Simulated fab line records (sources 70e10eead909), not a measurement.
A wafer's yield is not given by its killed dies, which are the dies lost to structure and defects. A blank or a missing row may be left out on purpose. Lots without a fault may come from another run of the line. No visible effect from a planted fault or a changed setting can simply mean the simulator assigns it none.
fab line records	flow nand_harc
record lots=12	wafers=34	last_day=33
route steps=1302 shown P_GATE@174
lots untouched by any fault: they come from a run of this same line in which no faults occurred
start_h: hours from the record's first day to the start of the lot's first wafer shown	wait_h: hours from the lot's prior step to this one	" as in the row above	L1.1+2: several wafers, shown together as one row	- no value, or no start was given	* or withheld: withheld	< > ~ a bound
route shown NAME@n: a module of which the file shows steps, and the number in the route of the first	usual: mean/standard deviation of fault-free wafers	same: alike in all rows	chamber/n: place in a boat	sites: the reading at each site	_std_site: standard deviation across them	_edge_site: mean of outer sites minus mean of inner sites	radius_mm: how far each site lies from the wafer's centre	mask NAME#n: copy n	behind: the most recent tool/chamber to have shaped the wafer	hold: why the lot was held/for how many hours/how that ended	device: transistor that didn't switch, given as n, p or np	end of line: the tests these same wafers got at the end of their route	step lacking rows: just its recipe	killed: at the first sort, the dies lost to defects and structure; wafer yield is something else	map: the dies of a wafer, with x for killed, . for not killed, _ for no die there
set.NAME: setting as actually run; set.NAME@STEP: the setting as run at that earlier step	model.NAME: the simulator's own value behind a step, which no gauge read
steps of the route over a sample of lots; a table a step, a row a wafer
services: when a tool's chamber went out of use (start_h, in hours from the record's first day, below 0 if earlier), for how many hours, and the reason
## steps
# step NHARC_P_GATE_STRIP_111
# recipe power_w=1500	temp_c=110	time_s=250	chemistry=N2/H2
# usual drypump_motor_current_A=5.62/0.17	heater_power_w=83/5.1
# same time_s=250
lot.wafer	tool	chamber	start_h	wait_h	drypump_motor_current_A	heater_power_w	rf_hours_counter_h
L603.2	plasma_asher-02	1	114.08	0.2	5.68	76	5
L603.4	"	0	"	"	5.77	89	-
L603.3	"	1	"	"	5.68	75	-
L605.1	plasma_asher-01	1	127.00	0.2	5.70	77	29
L605.3	"	1	"	"	5.68	81	-
L605.5	"	1	"	"	5.66	79	-
L606.1	plasma_asher-01	1	138.71	0.2	5.61	79	31
L606.3	"	0	"	"	5.37	85	-
L606.4	"	1	"	"	5.63	79	-
L608.3	plasma_asher-02	0	159.34	0.2	5.75	88	-
L608.4	"	1	"	"	5.68	77	-
L608.6	"	0	"	"	5.72	88	-
L609.2	plasma_asher-02	1	167.76	0.2	5.68	75	16
L609.4	"	1	"	"	5.67	76	-
L609.5	"	0	"	"	5.80	91	-
L611.2	plasma_asher-02	1	194.17	0.2	5.65	75	21
L611.1	"	0	"	"	5.80	91	21
L611.5	"	0	"	"	5.77	90	-
L612.2	plasma_asher-02	0	201.10	0.2	5.80	90	22
L612.4	"	1	"	"	5.69	74	-
L612.5	"	1	"	"	5.68	75	-
L613.1	plasma_asher-01	1	209.13	0.2	5.67	88	6
L613.3	"	0	"	"	5.36	82	-
L613.4	"	1	"	"	5.65	87	-
L614.4	plasma_asher-01	1	221.46	0.3	5.64	83	-
L614.6	"	0	"	"	5.35	81	-
L614.5	"	1	"	"	5.64	85	-
L615.1	plasma_asher-01	0	227.87	0.2	5.34	80	9
L625.2	plasma_asher-01	0	332.73	0.2	5.32	81	34
L625.1	"	1	"	"	5.69	87	34
L625.5	"	1	"	"	5.67	85	-
L626.2	plasma_asher-02	0	337.28	0.2	5.74	90	15
L626.4	"	1	"	"	5.68	78	-
L626.3	"	0	"	"	5.80	90	-
# step NHARC_P_GATE_DESCUM_61
# recipe time_s=3	o2_flow_sccm=200	ar_flow_sccm=0	bias_power_w=0	chemistry=O2
# usual drypump_motor_current_A=5.6/0.44	oes_product_au=1.000/0.013	rf_vpp_V=57.9/0.88	showerhead_plenum_p_Torr=1.93/0.069	throttle_valve_pct=11.311/0.0093
# same time_s=3
lot.wafer	tool	chamber	start_h	wait_h	drypump_motor_current_A	oes_product_au	rf_hours_counter_h	rf_vpp_V	showerhead_plenum_p_Torr	throttle_valve_pct
L603.2	rie_diel-07	2	115.32	-	5.2	1.009	11.2	57.6	2.02	11.303
L603.4	"	3	"	"	5.1	0.997	10.6	58.4	1.95	11.327
L603.3	"	0	"	"	5.9	0.990	8.3	57.5	1.99	11.308
L605.3	rie_diel-05	2	128.40	-	6.1	0.990	3.0	58.9	2.01	11.340
L605.1	"	3	"	"	6.1	1.024	3.0	55.6	1.87	11.321
L605.5	"	1	"	"	5.3	1.007	-	57.9	1.96	11.330
L606.1	rie_diel-05	0	139.93	-	6.0	1.016	4.5	58.0	1.82	11.278
L606.3	"	1	"	"	5.3	1.001	4.6	57.2	1.96	11.317
L606.4	"	2	"	"	6.1	0.977	4.4	56.4	2.01	11.308
L608.3	rie_diel-05	3	160.63	-	6.1	1.009	5.0	57.3	1.87	11.314
L608.4	"	0	"	"	6.0	1.004	5.8	56.4	1.82	11.302
L608.6	"	3	"	"	6.1	1.021	-	58.0	1.87	11.319
L609.4	rie_diel-05	2	169.02	-	6.1	0.990	6.0	58.7	2.01	11.301
L609.2	"	0	"	"	5.9	1.014	6.3	56.5	1.82	11.308
L609.5	"	3	"	"	6.1	1.008	-	55.7	1.87	11.308
L611.2	rie_diel-10	3	195.58	-	6.6	0.985	8.0	57.9	1.82	11.312
L611.1	"	0	"	"	5.1	1.022	6.5	57.8	1.92	11.322
L611.5	"	1	"	"	5.5	1.009	-	58.3	1.85	11.305
L612.2	rie_diel-07	2	202.41	-	5.2	0.989	4.3	58.6	2.02	11.304
L612.4	"	3	"	"	5.1	0.997	4.1	57.9	1.95	11.326
L612.5	"	2	"	"	5.2	1.004	-	57.5	2.02	11.311
L613.1	rie_diel-07	2	210.52	-	5.3	1.000	5.3	58.6	2.02	11.321
L613.3	"	0	"	"	5.9	1.002	3.1	57.0	1.99	11.315
L613.4	"	2	"	"	5.3	0.987	-	58.4	2.02	11.306
L614.4	rie_diel-07	0	222.70	-	5.9	1.009	4.4	58.0	1.99	11.326
L614.6	"	0	"	"	5.9	1.015	-	58.0	1.99	11.312
L614.5	"	1	"	"	5.2	0.992	-	58.7	1.89	11.327
L615.1	rie_diel-07	3	229.07	-	5.1	0.991	5.6	58.6	1.95	11.303
L625.2	rie_diel-05	0	334.12	-	6.0	1.010	5.5	57.1	1.82	11.299
L625.1	"	3	"	"	6.1	1.012	4.3	60.1	1.87	11.309
L625.5	"	0	"	"	5.9	1.010	-	57.3	1.82	11.300
L626.2	rie_diel-07	1	338.49	-	5.1	0.999	1.9	58.2	1.89	11.316
L626.4	"	3	"	"	5.1	1.007	1.4	58.3	1.95	11.301
L626.3	"	0	"	"	5.9	0.993	1.2	57.9	1.98	11.296
# step NHARC_P_GATE_DEGAS_109
# recipe temp_c=300	time_s=60
# usual heater_power_w=456/37
# same time_s=60
lot.wafer	tool	chamber	start_h	wait_h	heater_power_w
L603.2	pvd_sputter-02	-	118.96	0.1	454
L603.4	"	-	"	"	453
L603.3	"	-	"	"	425
L605.1	pvd_sputter-01	-	132.06	0.1	434
L605.3	"	-	"	"	464
L605.5	"	-	"	"	429
L606.3	pvd_sputter-02	-	143.47	0.1	416
L606.1	"	-	"	"	447
L606.4	"	-	"	"	450
L608.4	pvd_sputter-01	-	164.70	0.1	441
L608.3	"	-	"	"	433
L608.6	"	-	"	"	443
L609.2	pvd_sputter-01	-	172.69	0.1	445
L609.4	"	-	"	"	437
L609.5	"	-	"	"	432
L611.1	pvd_sputter-01	-	199.26	0.1	435
L611.2	"	-	"	"	468
L611.5	"	-	"	"	435
L612.4	pvd_sputter-01	-	206.24	0.1	451
L612.2	"	-	"	"	433
L612.5	"	-	"	"	474
L613.3	pvd_sputter-02	-	214.26	0.1	441
L613.4	"	-	"	"	435
L613.1	"	-	"	"	464
L614.4	pvd_sputter-02	-	226.24	0.1	450
L614.6	"	-	"	"	474
L614.5	"	-	"	"	441
L615.1	pvd_sputter-02	-	232.87	0.1	431
L625.1	pvd_sputter-01	-	337.78	0.1	456
L625.2	"	-	"	"	461
L625.5	"	-	"	"	445
L626.2	pvd_sputter-03	-	342.16	0.1	482
L626.4	"	-	"	"	516
L626.3	"	-	"	"	413
# step NHARC_P_GATE_SPUTTER_79
# recipe target_thk_a=100	material=TiN
lot.wafer	tool	chamber	start_h	wait_h
L603.2+4+3	pvd_sputter-02	-	119.14	-
L605.3+1+5	pvd_sputter-01	-	132.25	-
L606.3+1+4	pvd_sputter-02	-	143.64	-
L608.4+3+6	pvd_sputter-01	-	165.03	-
L609.4+2+5	pvd_sputter-01	-	172.89	-
L611.1+2+5	pvd_sputter-01	-	199.43	-
L612.2+4+5	pvd_sputter-01	-	206.42	-
L613.1+3+4	pvd_sputter-02	-	214.45	-
L614.4+5+6	pvd_sputter-02	-	226.44	-
L615.1	pvd_sputter-02	-	233.04	-
L625.2+1+5	pvd_sputter-01	-	337.98	-
L626.2+3+4	pvd_sputter-03	-	342.33	-
# step NHARC_P_GATE_INSPECT_68
# usual raw_defect_count=206/76
lot.wafer	tool	chamber	start_h	wait_h	hold	raw_defect_count
L603.2	defect_inspect-02	-	119.91	0.1	-	194
L603.3	"	-	"	"	-	433
L603.4	"	-	"	"	-	300
L605.1	defect_inspect-01	-	133.01	0.2	-	172
L605.3	"	-	"	"	-	226
L605.5	"	-	"	"	-	162
L606.1	defect_inspect-01	-	144.42	0.2	-	198
L606.3	"	-	"	"	-	169
L606.4	"	-	"	"	-	178
L608.3	defect_inspect-01	-	165.79	0.1	-	182
L608.4	"	-	"	"	-	174
L608.6	"	-	"	"	-	133
L609.2	defect_inspect-02	-	173.65	0.1	-	184
L609.4	"	-	"	"	-	240
L609.5	"	-	"	"	-	257
L611.1	defect_inspect-01	-	200.21	0.2	-	270
L611.2	"	-	"	"	-	327
L611.5	"	-	"	"	-	244
L612.2	defect_inspect-01	-	207.26	0.1	-	193
L612.4	"	-	"	"	-	155
L612.5	"	-	"	"	-	155
L613.1	defect_inspect-01	-	215.28	0.2	-	215
L613.3	"	-	"	"	-	114
L613.4	"	-	"	"	-	207
L614.4	defect_inspect-02	-	227.23	0.1	-	223
L614.5	"	-	"	"	-	150
L614.6	"	-	"	"	-	208
L615.1	defect_inspect-01	-	233.85	0.2	await_dispo/0.2h/release	1003
L615.1	defect_inspect-01	-	234.02	0.2	-	1002
L625.1	defect_inspect-02	-	338.74	0.2	-	222
L625.2	"	-	"	"	-	341
L625.5	"	-	"	"	-	216
L626.2	defect_inspect-01	-	343.11	0.1	-	124
L626.3	"	-	"	"	-	186
L626.4	"	-	"	"	-	117
## services
tool	chamber	start_h	hours	kind
pvd_sputter-02	-	104.00	10.0	pm
rie_diel-07	0	104.16	4.5	repair
rie_diel-07	-	117.20	9.0	pm
rie_diel-10	-	129.16	3.4	repair
rie_diel-07	0	130.65	16.1	repair
pvd_sputter-01	-	146.60	1.0	repair
pvd_sputter-03	-	162.79	2.1	repair
plasma_asher-01	-	165.76	9.0	pm
rie_diel-07	0	165.99	11.2	repair
pvd_sputter-03	-	170.05	10.0	pm
rie_diel-05	-	190.68	2.6	repair
plasma_asher-01	-	202.61	3.5	repair
pvd_sputter-02	-	202.78	7.2	repair
rie_diel-07	3	204.62	7.3	repair
pvd_sputter-01	-	226.97	10.0	pm
rie_diel-05	-	229.65	9.0	pm
plasma_asher-02	-	249.05	9.0	pm
rie_diel-05	1	254.30	11.8	repair
pvd_sputter-02	-	282.00	10.0	pm
pvd_sputter-01	-	286.13	1.0	repair
rie_diel-07	-	294.20	9.0	pm
pvd_sputter-02	-	311.47	1.1	repair
pvd_sputter-03	-	318.51	4.7	repair
plasma_asher-02	-	328.89	4.2	repair
## key
first_sign step=NHARC_P_GATE_INSPECT_68	reading=visit	direction=added
effect step=NHARC_P_GATE_INSPECT_68	reading=raw_defect_count	direction=up	sigmas=11	usual=206	struck=1003
met_at NHARC_P_GATE_SPUTTER_79
struck_lots L615
struck_wafers L615.1
rows_end L615.1
not_acting_at NHARC_P_GATE_STRIP_111,NHARC_P_GATE_DESCUM_61,NHARC_P_GATE_DEGAS_109
onset_between 226.44 233.04
fault kind=chamber_particle_source	tool=pvd_sputter-02	chamber=-	onset_h=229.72	steps=NHARC_P_GATE_SPUTTER_79	rate_per_visit_cm2=1.1929	end_h=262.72	scope=struck_wafers_only
# rows_end: these wafers met a further fault down the route, and their rows from its step on are left out
